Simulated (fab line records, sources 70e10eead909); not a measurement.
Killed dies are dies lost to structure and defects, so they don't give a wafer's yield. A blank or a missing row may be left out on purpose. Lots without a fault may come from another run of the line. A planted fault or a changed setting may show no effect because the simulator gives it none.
Which tool did it? | flow nand_harc | 24 lots, 72 wafers sampled, at 3 steps of a route of 1159

WHAT THE GAUGES READ, wafer by wafer
NHARC_A_CONTACT_INSPECT_71. Usual: raw_defect_count 27, standard deviation 11.
lot  | measured     | on                | raw_defect_count | flag
L075 | day 16 17:26 | defect_inspect-01 | 22 28 38         |
L076 | day 16 18:22 | defect_inspect-02 | 13 25 21         |
L074 | day 16 22:55 | defect_inspect-02 | 15 7 13          |
L079 | day 17 07:07 | defect_inspect-02 | 14 19 13         |
L078 | day 17 08:55 | defect_inspect-01 | 21 23 34         |
L080 | day 17 12:33 | defect_inspect-02 | 26 34 31         |
L077 | day 17 20:11 | defect_inspect-02 | 8 15 8           |
L081 | day 18 05:43 | defect_inspect-02 | 40 32 26         |
L083 | day 18 18:17 | defect_inspect-02 | 27 19 20         |
L082 | day 18 18:00 | defect_inspect-02 | 29 39 45         |
L084 | day 19 03:59 | defect_inspect-01 | 28 25 25         |
L086 | day 19 21:29 | defect_inspect-02 | 17 21 14         |
L085 | day 19 21:51 | defect_inspect-01 | 28 20 26         |
L087 | day 20 02:47 | defect_inspect-01 | 25 29 34         |
L091 | day 20 12:44 | defect_inspect-01 | 33 33 29         |
L090 | day 20 15:53 | defect_inspect-01 | 27 26 24         |
L089 | day 20 17:39 | defect_inspect-02 | 34 34 33         |
L088 | day 20 18:15 | defect_inspect-01 | 14 12 15         |
L093 | day 20 23:58 | defect_inspect-02 | 43 46 44         |
L092 | day 21 07:08 | defect_inspect-01 | 16 24 29         |
L094 | day 21 09:24 | defect_inspect-01 | 25 15 20         |
L096 | day 21 10:44 | defect_inspect-01 | 44 50 36         |
L095 | day 21 14:22 | defect_inspect-01 | 46 34 28         |
L097 | day 22 12:46 | defect_inspect-02 | 38 41 46         |

WHICH TOOL RAN EACH LOT (tool, then ch and the chambers of the sampled wafers, then the start)
lot  | NHARC_A_CONTACT_ETCH_50                       | NHARC_A_CONTACT_ETCH_111
L075 | rie_diel-12 ch 0,1, day 16 11:58 or earlier   | har_cap_etch-01 ch 0,1, day 16 11:58
L076 | rie_diel-01 ch 0,1, day 16 12:35 or earlier   | har_cap_etch-02 ch 0,1, day 16 12:35
L074 | rie_diel-01 ch 0,3, day 16 16:05 or earlier   | har_cap_etch-01 ch 0,1, day 16 16:05
L079 | rie_diel-11 ch 2,3, day 17 01:07 or earlier   | har_cap_etch-02 ch 0,1, day 17 01:07
L078 | rie_diel-11 ch 1,3, day 17 03:27 or earlier   | har_cap_etch-03 ch 0,1, day 17 03:27
L080 | rie_diel-11 ch 0,1,2, day 17 05:50 or earlier | har_cap_etch-01 ch 0,1, day 17 05:50
L077 | rie_diel-11 ch 0,2,3, day 17 13:20 or earlier | har_cap_etch-02 ch 0,1, day 17 13:20
L081 | rie_diel-12 ch 0,1,2, day 17 23:44 or earlier | har_cap_etch-02 ch 0,1, day 17 23:44
L083 | rie_diel-11 ch 1,2,3, day 18 12:07 or earlier | har_cap_etch-02 ch 0,1, day 18 12:07
L082 | rie_diel-12 ch 1,2, day 18 12:15 or earlier   | har_cap_etch-03 ch 0, day 18 12:15
L084 | rie_diel-11 ch 0,2,3, day 18 21:23 or earlier | har_cap_etch-01 ch 0,1, day 18 21:23
L086 | rie_diel-12 ch 0,3, day 19 15:13 or earlier   | har_cap_etch-02 ch 0,1, day 19 15:13
L085 | rie_diel-11 ch 2,3, day 19 16:10 or earlier   | har_cap_etch-01 ch 0,1, day 19 16:10
L087 | rie_diel-11 ch 0,1,2, day 19 21:15 or earlier | har_cap_etch-03 ch 0,1, day 19 21:15
L091 | rie_diel-01 ch 0,1,3, day 20 04:35 or earlier | har_cap_etch-01 ch 0,1, day 20 04:35
L090 | rie_diel-12 ch 0,2,3, day 20 07:17 or earlier | har_cap_etch-01 ch 0,1, day 20 07:17
L089 | rie_diel-11 ch 0,2, day 20 10:27 or earlier   | har_cap_etch-02 ch 0,1, day 20 10:27
L088 | rie_diel-11 ch 1,3, day 20 12:41 or earlier   | har_cap_etch-01 ch 1, day 20 12:41
L093 | rie_diel-12 ch 0,1, day 20 15:39 or earlier   | har_cap_etch-03 ch 0,1, day 20 15:39
L092 | rie_diel-01 ch 0,1, day 20 19:08 or earlier   | har_cap_etch-02 ch 0, day 20 19:08
L094 | rie_diel-11 ch 0,1,2, day 20 21:37 or earlier | har_cap_etch-03 ch 0,1, day 20 21:37
L096 | rie_diel-01 ch 1,2,3, day 20 22:11 or earlier | har_cap_etch-02 ch 0,1, day 20 22:11
L095 | rie_diel-01 ch 1,2,3, day 21 05:02 or earlier | har_cap_etch-01 ch 0,1, day 21 05:02
L097 | rie_diel-11 ch 1,2,3, day 22 07:20 or earlier | har_cap_etch-03 ch 0, day 22 07:20
- NHARC_A_CONTACT_ETCH_50: etches the open film in CF4/CHF3, target depth 84.7 nm, time 42.4 s.
- NHARC_A_CONTACT_ETCH_111: etches the open film in C4F8/O2/Ar, time 140 s, target depth 700 nm.

WHAT THE TOOLS THEMSELVES READ (means of the sampled wafers that have a number; where no wafer has one, the mark that the record gives instead)
NHARC_A_CONTACT_ETCH_50. Usual: drypump_motor_current_A 5.7 A, standard deviation 0.41; oes_product_au 0.956 a.u., standard deviation 0.021; rf_vpp_V 371.6 V, standard deviation 2.6; showerhead_plenum_p_Torr 1.60 Torr, standard deviation 0.072; throttle_valve_pct 16.804 %, standard deviation 0.0093.
lot  | tool        | drypump_motor_current_A (A) | oes_product_au (a.u.) | rf_vpp_V (V) | showerhead_plenum_p_Torr (Torr) | throttle_valve_pct (%) | flag
L075 | rie_diel-12 | 5.3                         | 0.920                 | 373.1        | 1.65                            | 16.803                 |
L076 | rie_diel-01 | 5.9                         | 0.976                 | 369.3        | 1.54                            | 16.805                 |
L074 | rie_diel-01 | 6.3                         | 0.973                 | 368.5        | 1.52                            | 16.803                 |
L079 | rie_diel-11 | 5.8                         | 0.952                 | 369.2        | 1.52                            | 16.804                 |
L078 | rie_diel-11 | 5.7                         | 0.946                 | 372.3        | 1.64                            | 16.799                 |
L080 | rie_diel-11 | 5.7                         | 0.976                 | 371.5        | 1.60                            | 16.808                 |
L077 | rie_diel-11 | 5.7                         | 0.976                 | 371.0        | 1.58                            | 16.798                 |
L081 | rie_diel-12 | 5.2                         | 0.971                 | 375.1        | 1.67                            | 16.807                 |
L083 | rie_diel-11 | 5.7                         | 0.974                 | 369.7        | 1.58                            | 16.803                 |
L082 | rie_diel-12 | 5.1                         | 0.956                 | 374.0        | 1.66                            | 16.806                 |
L084 | rie_diel-11 | 5.7                         | 0.949                 | 370.6        | 1.58                            | 16.806                 |
L086 | rie_diel-12 | 5.5                         | 0.970                 | 374.5        | 1.68                            | 16.804                 |
L085 | rie_diel-11 | 5.8                         | 0.967                 | 370.2        | 1.56                            | 16.808                 |
L087 | rie_diel-11 | 5.6                         | 0.955                 | 372.0        | 1.60                            | 16.797                 |
L091 | rie_diel-01 | 6.1                         | 0.928                 | 370.0        | 1.55                            | 16.800                 |
L090 | rie_diel-12 | 5.3                         | 0.926                 | 374.6        | 1.68                            | 16.811                 |
L089 | rie_diel-11 | 5.7                         | 0.953                 | 371.7        | 1.59                            | 16.803                 |
L088 | rie_diel-11 | 5.7                         | 0.969                 | 371.5        | 1.61                            | 16.806                 |
L093 | rie_diel-12 | 5.3                         | 0.983                 | 372.9        | 1.65                            | 16.797                 |
L092 | rie_diel-01 | 5.9                         | 0.935                 | 369.4        | 1.54                            | 16.800                 |
L094 | rie_diel-11 | 5.6                         | 0.977                 | 371.7        | 1.60                            | 16.803                 |
L096 | rie_diel-01 | 6.2                         | 0.924                 | 371.0        | 1.59                            | 16.801                 |
L095 | rie_diel-01 | 6.2                         | 0.928                 | 370.3        | 1.59                            | 16.805                 |
L097 | rie_diel-11 | 5.7                         | 0.960                 | 371.3        | 1.57                            | 16.806                 |

THE ANSWER, worked out from the rows above alone
Rule: a lot is off if the mean of its wafers that have a number lies more than 3 standard deviations from the usual mean. A lot without any number at a reading at which 4 lots or more have one is off too. The other lots that the step has rows for count as sound. The gauges are gone through in route order, then the tools' own readings, and for those a lot's mean is taken as printed above. The first step at which some lot is off is used, and at that step the reading that is off furthest; a lot without a number counts as furthest.
No lot is off at any reading shown: from this, nothing can be told.

WHAT THE SIMULATOR HAD PUT IN
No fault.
